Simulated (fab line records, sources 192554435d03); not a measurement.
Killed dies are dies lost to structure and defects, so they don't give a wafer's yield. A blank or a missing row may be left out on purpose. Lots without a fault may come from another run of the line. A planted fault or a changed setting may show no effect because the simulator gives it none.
fab line records | flow n5_finfet
record lots=6 wafers=18 last_day=16
route steps=1938 shown SD_EPI_P@299 BEOL_M4@1111
lots that met no fault: from a run of the same line without faults
start_h: hours from the record's first day to the start of the lot's first wafer shown | wait_h: hours since the lot's step before | " the same as in the row above | L1.1+2: a row that stands for several wafers | - no value, or no start given | * or withheld: withheld | < > ~ a bound
route shown NAME@n: a module of which the file shows steps, and the number in the route of the first | usual: mean/standard deviation of fault-free wafers | same: alike in all rows | chamber/n: place in a boat | sites: the reading at each site | _std_site: their standard deviation | _edge_site: outer sites' mean less inner sites' | radius_mm: how far each site lies from the wafer's centre | mask NAME#n: copy n | behind: the tool/chamber that last shaped the wafer | hold: why the lot was held/for how many hours/how that ended | device: the transistor (n, p or np) that didn't switch | end of line: the same wafers' tests at the end of the route | a step without rows: its recipe alone | killed: dies lost to structure and defects at the first sort, not the wafer's yield | map: a wafer's dies, x killed, . not, _ none there
set.NAME: the setting as run; set.NAME@STEP: as run at that earlier step | model.NAME: the simulator's own value behind a step, which no gauge read
lots at some steps of the route; a table a step, a row a wafer
services: from which hour (start_h, from the record's first day; less than 0 if before it) a tool's chamber was out of use, for how many hours, and why
## steps
# step N5_SD_EPI_P_SOFTBAKE_04
# recipe temp_c=110 time_s=60 resist=CAR-ArF-block
# step N5_SD_EPI_P_EXPOSE_06
# recipe mask_id=SD_P_BLK na=1.35 source_shape=conventional sigma_outer=0.8 polarization=unpolarized target_cd_nm=240 dose_mj=39.5
# step N5_SD_EPI_P_PEB_07
# recipe peb_temp_c=110 peb_time_s=60 resist=CAR-ArF-block
# step N5_SD_EPI_P_DEVELOP_08
# recipe develop_time_s=30 developer=TMAH resist=CAR-ArF-block dev_temp_c=23 rinse_liquid=diw dry=air_spin
# step N5_SD_EPI_P_CD_MEAS_09
# recipe target_cd_nm=240 landing_energy_ev=500 detector=se_inlens
# usual cd_nm=240.1/0.68
# columns lot.wafer tool chamber start_h wait_h cd_nm
L549.1 cd_sem-03 0 66.58 - 240.0
L549.2 " 0 " " 240.2
L549.4 " 0 " " 240.7
L554.1 cd_sem-01 0 96.49 - 239.9
L554.2 " 0 " " 240.3
L554.4 " 0 " " 240.1
L557.3 cd_sem-01 0 114.57 - 240.8
L557.4 " 0 " " 242.0
L557.5 " 0 " " 240.5
L561.1 cd_sem-03 0 141.57 - 240.1
L561.3 " 0 " " 240.7
L561.4 " 0 " " 240.2
L564.4 cd_sem-03 0 156.08 - 240.0
L564.5 " 0 " " 239.2
L564.6 " 0 " " 239.7
L566.2 cd_sem-02 0 170.22 - 239.3
L566.3 " 0 " " 239.2
L566.4 " 0 " " 239.8
# step N5_SD_EPI_P_OVL_MEAS_10
# recipe points_per_wafer=44
# usual SD_P_BLK_OVL=-0.1/0.71
# columns lot.wafer tool chamber start_h wait_h SD_P_BLK_OVL[nm]
L549.1 overlay-01 0 66.61 0.0 -1.3
L549.2 " 0 " " 0.2
L549.4 " 0 " " -0.3
L554.1 overlay-02 0 96.52 0.0 -1.2
L554.2 " 0 " " -1.5
L554.4 " 0 " " -1.0
L557.3 overlay-02 0 114.60 0.0 0.2
L557.4 " 0 " " 0.7
L557.5 " 0 " " 0.0
L561.1 overlay-01 0 141.60 0.0 0.0
L561.3 " 0 " " 0.8
L561.4 " 0 " " 0.3
L564.4 overlay-02 0 156.11 0.0 0.1
L564.5 " 0 " " -1.0
L564.6 " 0 " " 0.0
L566.2 overlay-01 0 170.25 0.0 1.0
L566.3 " 0 " " 1.8
L566.4 " 0 " " 1.7
# step N5_SD_EPI_P_INSPECT_11
# recipe mode=adi inspect_instrument=macro
# usual raw_defect_count=2.0/1.4
# columns lot.wafer tool chamber start_h wait_h raw_defect_count
L549.1 defect_inspect-02 - 66.63 0.0 3
L549.2 " - " " 2
L549.4 " - " " 1
L554.1 defect_inspect-01 - 96.54 0.0 2
L554.2 " - " " 2
L554.4 " - " " 0
L557.3 defect_inspect-01 - 114.62 0.0 1
L557.4 " - " " 4
L557.5 " - " " 3
L561.1 defect_inspect-01 - 141.62 0.0 2
L561.3 " - " " 4
L561.4 " - " " 4
L564.4 defect_inspect-01 - 156.13 0.0 1
L564.5 " - " " 0
L564.6 " - " " 2
L566.2 defect_inspect-01 - 170.27 0.0 4
L566.3 " - " " 1
L566.4 " - " " 0
# step N5_SD_EPI_P_DESCUM_14
# recipe chemistry=O2 time_s=7.9 source_power_w=50 bias_power_w=20 pressure_mtorr=20 rf_frequency_hz=2.712e+07 temp_c=40 resist=CAR-ArF-block o2_flow_sccm=225
# usual drypump_motor_current_A=5.8/0.52 oes_product_au=0.83/0.093 rf_vpp_V=243.7/1.4 showerhead_plenum_p_Torr=2.13/0.064 throttle_valve_pct=20.33/0.23
# same time_s=7.9
# columns lot.wafer tool chamber start_h wait_h drypump_motor_current_A oes_product_au rf_hours_counter_h rf_vpp_V showerhead_plenum_p_Torr throttle_valve_pct
L549.1 rie_diel-02 2 66.67 0.0 5.1 0.85 50 241.5 2.04 20.39
L549.2 " 3 " " 4.9 0.72 202 243.9 2.16 20.52
L549.4 " 1 " " 5.8 0.71 205 241.3 2.07 20.79
L554.1 rie_diel-01 0 96.57 0.0 5.8 0.89 22 245.2 2.23 20.50
L554.2 " 3 " " 5.5 0.93 15 243.4 2.14 20.32
L554.4 " 1 " " 5.7 0.81 109 244.0 2.11 20.33
L557.3 rie_diel-03 2 114.86 0.2 6.4 0.92 18 245.3 2.22 20.17
L557.4 " 1 " " 6.6 0.75 - 243.2 2.16 20.42
L557.5 " 3 " " 5.7 0.96 - 243.1 2.15 20.27
L561.1 rie_diel-03 2 141.92 0.3 6.4 0.90 27 245.1 2.22 20.19
L561.3 " 3 " " 5.7 0.92 15 243.9 2.14 20.30
L561.4 " 1 " " 6.6 0.73 188 243.2 2.16 20.45
L564.4 rie_diel-03 1 156.17 0.0 6.6 0.73 194 244.1 2.16 20.45
L564.5 " 3 " " 5.7 0.93 - 244.1 2.14 20.30
L564.6 " 2 " " 6.4 0.89 - 245.1 2.22 20.18
L566.2 rie_diel-02 2 170.31 0.0 5.0 0.81 84 243.1 2.03 20.43
L566.3 " 3 " " 4.9 0.69 232 244.4 2.15 20.55
L566.4 " 0 " " 6.1 0.76 141 245.4 2.18 20.02
# step N5_SD_EPI_P_ETCH_36
# recipe chemistry=CF4 target=SiARC target_depth_a=455 mask_material=CAR-ArF-block time_s=75.8 ion_energy_ev=80 pressure_mtorr=40 source_w=545 bias_w=36 Ar_flow_sccm=100 cf4_flow_sccm=100 ends=cleared
# usual drypump_motor_current_A=5.8/0.52 etch_rf_on_time_s=75.3/1.3 oes_product_au=0.71/0.081 rf_vpp_V=184.4/1 showerhead_plenum_p_Torr=2.18/0.063 throttle_valve_pct=15.50/0.25
# columns lot.wafer tool chamber start_h wait_h drypump_motor_current_A etch_rf_on_time_s oes_product_au rf_hours_counter_h rf_vpp_V showerhead_plenum_p_Torr throttle_valve_pct
L549.1 rie_diel-02 2 66.70 0.0 5.1 74.3 0.73 50 183.3 2.09 15.55
L549.2 " 3 " " 4.9 77.2 0.60 202 185.5 2.21 15.80
L549.4 " 1 " " 5.8 76.3 0.61 205 184.6 2.12 16.04
L554.1 rie_diel-01 0 96.61 0.0 5.8 74.6 0.77 22 186.2 2.27 15.60
L554.2 " 3 " " 5.5 76.2 0.79 15 184.6 2.20 15.44
L554.4 " 1 " " 5.7 74.6 0.69 109 183.3 2.16 15.48
L557.3 rie_diel-03 2 114.89 0.0 6.4 75.1 0.78 18 184.9 2.27 15.35
L557.4 " 1 " " 6.6 76.1 0.64 - 184.5 2.21 15.65
L557.5 " 3 " " 5.8 73.5 0.84 - 183.7 2.19 15.39
L561.1 rie_diel-03 2 141.95 0.0 6.4 75.3 0.78 27 185.2 2.27 15.38
L561.3 " 3 " " 5.7 73.0 0.81 15 184.7 2.18 15.38
L561.4 " 1 " " 6.6 76.6 0.63 188 185.5 2.21 15.65
L564.4 rie_diel-03 1 156.20 0.0 6.6 76.3 0.63 194 185.7 2.21 15.68
L564.5 " 3 " " 5.7 73.2 0.80 - 185.7 2.18 15.40
L564.6 " 2 " " 6.4 75.1 0.76 - 185.7 2.27 15.40
L566.2 rie_diel-02 2 170.34 0.0 5.1 74.7 0.69 84 183.3 2.08 15.59
L566.3 " 3 " " 4.9 76.9 0.59 232 185.3 2.20 15.86
L566.4 " 0 " " 6.1 74.9 0.65 141 184.7 2.22 15.24
# step N5_SD_EPI_P_ETCH_37
# recipe chemistry=N2/H2 target=SOC overetch_a=1080 mask_material=SiARC temp_c=40 ion_energy_ev=100 source_w=3000 bias_w=133 pressure_mtorr=20 time_s=486 n2_flow_sccm=200 h2_flow_sccm=200 ends=end_point
# usual drypump_motor_current_A=5.8/0.52 oes_product_au=0.74/0.081 rf_vpp_V=241.2/1.4 showerhead_plenum_p_Torr=2.59/0.081 throttle_valve_pct=23.66/0.21
# columns lot.wafer tool chamber start_h wait_h drypump_motor_current_A oes_product_au rf_hours_counter_h rf_vpp_V showerhead_plenum_p_Torr throttle_valve_pct
L549.1 rie_diel-02 2 66.76 0.0 5.0 0.76 50 240.2 2.48 23.74
L549.2 " 3 " " 4.9 0.64 202 241.4 2.62 23.66
L549.4 " 1 " " 5.8 0.64 206 239.6 2.51 24.06
L554.1 rie_diel-01 0 96.67 0.0 5.8 0.80 22 243.5 2.69 23.78
L554.2 " 3 " " 5.5 0.83 15 242.2 2.59 23.62
L554.4 " 1 " " 5.7 0.72 109 239.1 2.56 23.71
L557.3 rie_diel-03 2 114.95 0.0 6.4 0.81 19 242.6 2.72 23.66
L557.4 " 1 " " 6.6 0.67 - 241.2 2.63 23.71
L557.5 " 3 " " 5.7 0.86 - 242.3 2.60 23.64
L561.1 rie_diel-03 2 142.01 0.0 6.4 0.80 27 240.5 2.72 23.66
L561.3 " 3 " " 5.7 0.83 15 241.6 2.59 23.66
L561.4 " 1 " " 6.6 0.66 188 242.1 2.63 23.72
L564.4 rie_diel-03 1 156.26 0.0 6.6 0.66 194 242.2 2.62 23.71
L564.5 " 3 " " 5.8 0.82 - 241.5 2.59 23.66
L564.6 " 2 " " 6.4 0.79 - 242.1 2.71 23.65
L566.2 rie_diel-02 2 170.40 0.0 5.1 0.73 84 240.8 2.46 23.80
L566.3 " 3 " " 4.9 0.63 232 240.2 2.61 23.67
L566.4 " 0 " " 6.1 0.68 141 243.2 2.66 23.63
# step N5_SD_EPI_P_STRIP_38
# recipe chemistry=N2/H2 temp_c=40 n2_flow_sccm=200 h2_flow_sccm=200 rf_frequency_hz=6e+07
# step N5_SD_EPI_P_ETCHBACK_46
# recipe chemistry=CH3F/O2 mode=anisotropic_etchback target=SiNx target_depth_a=175 stop_on=SiO2 over_etch_frac=0.3 ion_energy_ev=120 pressure_mtorr=30 source_w=395 bias_w=73 Ar_flow_sccm=150 CH3F_flow_sccm=30 O2_flow_sccm=20
# usual drypump_motor_current_A=5.8/0.52 oes_o_777_au=0.83/0.092 oes_product_au=0.71/0.076 rf_vpp_V=298.5/2.2 showerhead_plenum_p_Torr=2.04/0.061 throttle_valve_pct=16.25/0.25
# columns lot.wafer tool chamber start_h wait_h drypump_motor_current_A oes_o_777_au oes_product_au rf_hours_counter_h rf_vpp_V showerhead_plenum_p_Torr throttle_valve_pct
L549.1 rie_diel-02 2 67.08 0.0 5.1 0.85 0.73 50 295.2 1.95 16.31
L549.2 " 3 " " 4.9 0.72 0.61 202 299.6 2.06 16.48
L549.4 " 1 " " 5.8 0.70 0.62 206 297.3 1.98 16.77
L554.1 rie_diel-01 0 96.99 0.0 5.8 0.89 0.76 22 298.0 2.13 16.37
L554.2 " 3 " " 5.5 0.91 0.79 15 303.0 2.05 16.19
L554.4 " 1 " " 5.7 0.80 0.68 109 300.6 2.02 16.25
L557.3 rie_diel-03 2 115.27 0.0 6.4 0.91 0.78 19 295.9 2.13 16.11
L557.4 " 1 " " 6.6 0.74 0.64 - 296.4 2.07 16.38
L557.5 " 3 " " 5.8 0.98 0.82 - 298.6 2.05 16.14
L561.1 rie_diel-03 2 142.33 0.0 6.4 0.89 0.77 27 294.5 2.13 16.11
L561.3 " 3 " " 5.7 0.95 0.79 15 299.0 2.04 16.15
L561.4 " 1 " " 6.6 0.74 0.63 189 297.3 2.07 16.42
L564.4 rie_diel-03 1 156.58 0.0 6.6 0.72 0.63 194 296.8 2.06 16.42
L564.5 " 3 " " 5.8 0.93 0.78 - 300.1 2.04 16.15
L564.6 " 2 " " 6.4 0.88 0.76 - 295.5 2.12 16.13
L566.2 rie_diel-02 2 170.72 0.0 5.1 0.82 0.69 84 296.1 1.94 16.37
L566.3 " 3 " " 4.9 0.69 0.59 232 299.5 2.05 16.56
L566.4 " 0 " " 6.1 0.78 0.66 141 297.3 2.08 15.98
# step N5_SD_EPI_P_ETCH_47
# recipe chemistry=CH3F/O2 target=SiOCN target_depth_a=250 mask_material=SOC ion_energy_ev=60 bias_w=29 pressure_mtorr=30 source_w=410 Ar_flow_sccm=150 CH3F_flow_sccm=30 O2_flow_sccm=20
# usual drypump_motor_current_A=5.8/0.51 oes_o_777_au=0.83/0.091 oes_product_au=0.83/0.094 rf_vpp_V=127.9/1 showerhead_plenum_p_Torr=2.04/0.061 throttle_valve_pct=16.22/0.25
# columns lot.wafer tool chamber start_h wait_h drypump_motor_current_A oes_o_777_au oes_product_au rf_hours_counter_h rf_vpp_V showerhead_plenum_p_Torr throttle_valve_pct model.etch.depth_nm
L549.1 rie_diel-02 2 67.18 0.1 5.0 0.85 0.86 50 127.4 1.95 16.27 25.14
L549.2 " 3 " " 4.9 0.71 0.71 202 128.8 2.06 16.46 24.63
L549.4 " 1 " " 5.8 0.70 0.71 206 127.6 1.98 16.75 24.86
L554.1 rie_diel-01 0 97.09 0.1 5.8 0.89 0.90 22 128.9 2.13 16.34 25.4
L554.2 " 3 " " 5.5 0.91 0.94 15 129.1 2.05 16.18 25.32
L554.4 " 1 " " 5.7 0.80 0.82 109 129.3 2.02 16.20 25.78
L557.3 rie_diel-03 2 115.37 0.1 6.4 0.91 0.91 19 126.3 2.13 16.09 25.07
L557.4 " 1 " " 6.6 0.74 0.74 - 128.1 2.07 16.37 24.79
L557.5 " 3 " " 5.7 0.98 0.97 - 128.5 2.05 16.12 25.7
L561.1 rie_diel-03 2 142.43 0.1 6.4 0.89 0.90 28 125.7 2.13 16.11 25.04
L561.3 " 3 " " 5.7 0.95 0.94 15 128.5 2.04 16.11 25.83
L561.4 " 1 " " 6.6 0.73 0.94 189 127.5 2.07 16.39 35.95
L564.4 rie_diel-03 1 156.68 0.1 6.6 0.74 0.94 194 127.5 2.06 16.40 36.02
L564.5 " 3 " " 5.7 0.94 1.21 - 127.5 2.04 16.13 37.76
L564.6 " 2 " " 6.4 0.88 0.88 - 126.1 2.12 16.11 25.11
L566.2 rie_diel-02 2 170.82 0.1 5.1 0.81 0.81 84 127.4 1.94 16.34 25.08
L566.3 " 3 " " 4.9 0.70 0.69 232 128.6 2.05 16.53 24.73
L566.4 " 0 " " 6.1 0.78 0.77 141 127.7 2.08 15.96 24.73
# step N5_SD_EPI_P_ETCH_16
# recipe chemistry=CHF3/O2 target=SiO2 target_depth_a=50 mask_material=SOC pressure_mtorr=30 source_w=650 bias_w=170 Ar_flow_sccm=200 CHF3_flow_sccm=50 O2_flow_sccm=5 ion_energy_ev=200
# usual drypump_motor_current_A=5.8/0.52 oes_o_777_au=0.83/0.094 oes_product_au=0.83/0.093 rf_vpp_V=526/3.8 showerhead_plenum_p_Torr=2.45/0.071 throttle_valve_pct=18.80/0.25
# columns lot.wafer tool chamber start_h wait_h drypump_motor_current_A oes_o_777_au oes_product_au rf_hours_counter_h rf_vpp_V showerhead_plenum_p_Torr throttle_valve_pct
L549.1 rie_diel-02 2 67.28 0.1 5.1 0.86 0.86 50 521 2.36 18.88
L549.2 " 3 " " 4.9 0.71 0.72 202 529 2.48 19.04
L549.4 " 1 " " 5.8 0.69 0.71 206 525 2.39 19.33
L554.1 rie_diel-01 0 97.19 0.1 5.8 0.90 0.89 22 526 2.56 18.94
L554.2 " 3 " " 5.5 0.92 0.93 15 535 2.47 18.80
L554.4 " 1 " " 5.7 0.80 0.81 109 529 2.43 18.79
L557.3 rie_diel-03 2 115.47 0.1 6.4 0.91 0.91 19 521 2.56 18.66
L557.4 " 1 " " 6.6 0.74 0.73 - 525 2.49 18.94
L557.5 " 3 " " 5.7 0.98 0.98 - 527 2.46 18.69
L561.1 rie_diel-03 2 142.53 0.1 6.4 0.90 0.91 28 520 2.55 18.68
L561.3 " 3 " " 5.7 0.94 0.95 15 525 2.46 18.73
L561.4 " 1 " " 6.6 0.73 0.75 189 526 2.49 18.93
L564.4 rie_diel-03 1 156.78 0.1 6.6 0.73 0.72 194 525 2.49 18.95
L564.5 " 3 " " 5.7 0.93 0.92 - 527 2.46 18.74
L564.6 " 2 " " 6.4 0.89 0.87 - 519 2.55 18.69
L566.2 rie_diel-02 2 170.92 0.1 5.1 0.81 0.81 84 521 2.34 18.92
L566.3 " 3 " " 4.9 0.69 0.69 232 528 2.47 19.09
L566.4 " 0 " " 6.1 0.78 0.77 141 525 2.50 18.50
# step N5_BEOL_M4_RC_MEAS_101
# usual DIBL_N=36.3/1.4 DIBL_P=36.2/1.5 IOFF_N=0.160/0.021 IOFF_P=0.211/0.027 ION_N=676/7.7 ION_P=463/5.5 SS_N=71.4/0.57 SS_P=73.3/0.58 VT_N=249.3/2.5 VT_P=-250.1/2.6
# columns lot.wafer tool chamber start_h wait_h DIBL_N[mV/V] DIBL_P[mV/V] IOFF_N[nA/um] IOFF_P[nA/um] ION_N[uA/um] ION_P[uA/um] SS_N[mV/dec] SS_P[mV/dec] VT_N[mV] VT_P[mV]
L549.1 prober-01 0 186.17 0.0 35.0 34.9 0.153 0.194 679 465 71.6 73.1 251.5 -250.2
L549.2 " 0 " " 38.0 39.2 0.222 0.272 688 474 72.5 73.7 245.6 -248.3
L549.4 " 0 " " 36.8 37.9 0.192 0.233 690 462 71.9 73.1 247.1 -247.0
L554.1 prober-01 0 214.24 0.0 36.2 33.7 0.142 0.184 674 459 71.1 72.7 248.7 -250.0
L554.2 " 0 " " 36.5 34.9 0.147 0.196 670 467 71.1 72.8 248.7 -246.6
L554.4 " 0 " " 36.7 35.3 0.152 0.205 681 463 71.1 73.5 248.6 -249.8
L557.3 prober-01 0 245.09 0.3 35.3 35.3 0.138 0.194 680 466 70.9 72.7 251.1 -250.0
L557.4 " 0 " " 36.2 36.0 0.149 0.209 673 462 71.2 73.4 249.0 -248.5
L557.5 " 0 " " 36.6 36.2 0.152 0.203 666 458 71.2 73.4 251.2 -249.7
L561.1 prober-01 0 249.80 0.0 35.4 35.0 0.166 0.224 673 467 71.1 73.1 247.3 -246.8
L561.3 " 0 " " 36.9 36.7 0.200 0.249 691 475 71.4 74.5 244.5 -247.0
L561.4 " 0 " " 37.2 37.7 0.185 0.294 686 480 72.3 74.5 243.0 -241.3
L564.4 prober-02 0 266.12 0.5 35.7 36.0 0.151 0.227 678 470 71.4 73.7 248.5 -249.1
L564.5 " 0 " " 36.9 37.8 0.186 0.267 687 475 71.2 73.5 245.8 -246.1
L564.6 " 0 " " 35.0 33.3 0.149 0.179 677 460 70.6 72.4 249.8 -250.6
L566.2 prober-02 0 276.27 0.2 34.5 33.4 0.134 0.177 673 460 70.6 72.8 250.8 -250.7
L566.3 " 0 " " 36.4 35.8 0.172 0.203 685 461 71.2 73.6 247.1 -255.4
L566.4 " 0 " " 35.2 34.1 0.147 0.186 675 460 71.2 72.7 248.0 -252.7
## services
# columns tool chamber start_h hours kind
rie_diel-03 2 73.19 12.5 repair
rie_diel-03 3 85.72 - clean
rie_diel-03 3 85.72 - consumable_replace:focus_ring
rie_diel-03 3 85.72 16.5 scheduled_down
rie_diel-03 3 85.72 16.5 vent_cycle
rie_diel-02 3 88.48 5.4 repair
rie_diel-03 0 102.26 - clean
rie_diel-03 0 102.26 - consumable_replace:focus_ring
rie_diel-03 0 102.26 15.1 scheduled_down
rie_diel-03 0 102.26 15.1 vent_cycle
rie_diel-01 3 135.89 14.2 repair
rie_diel-02 0 141.71 3.3 repair
rie_diel-03 3 151.46 4.3 repair
rie_diel-03 2 170.31 8.0 repair
## key
first_sign step=N5_SD_EPI_P_ETCH_47 reading=oes_product_au direction=up sigmas=2.1 usual=0.83 struck=1.03
effect step=N5_BEOL_M4_RC_MEAS_101 reading=ION_P direction=up sigmas=2.2 usual=463 struck=475
model_effect step=N5_SD_EPI_P_ETCH_47 value=etch.depth_nm without=24.92 struck=36.57
met_at N5_SD_EPI_P_ETCH_47
struck_wafers L561.4,L564.4,L564.5
onset_between 115.37 142.43
fault kind=process_parameter_drift tool=rie_diel-03 chamber=- onset_h=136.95 steps=N5_SD_EPI_P_ETCH_47 channel=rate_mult offset=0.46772 shape=step end_h=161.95 scope=struck_wafers_only
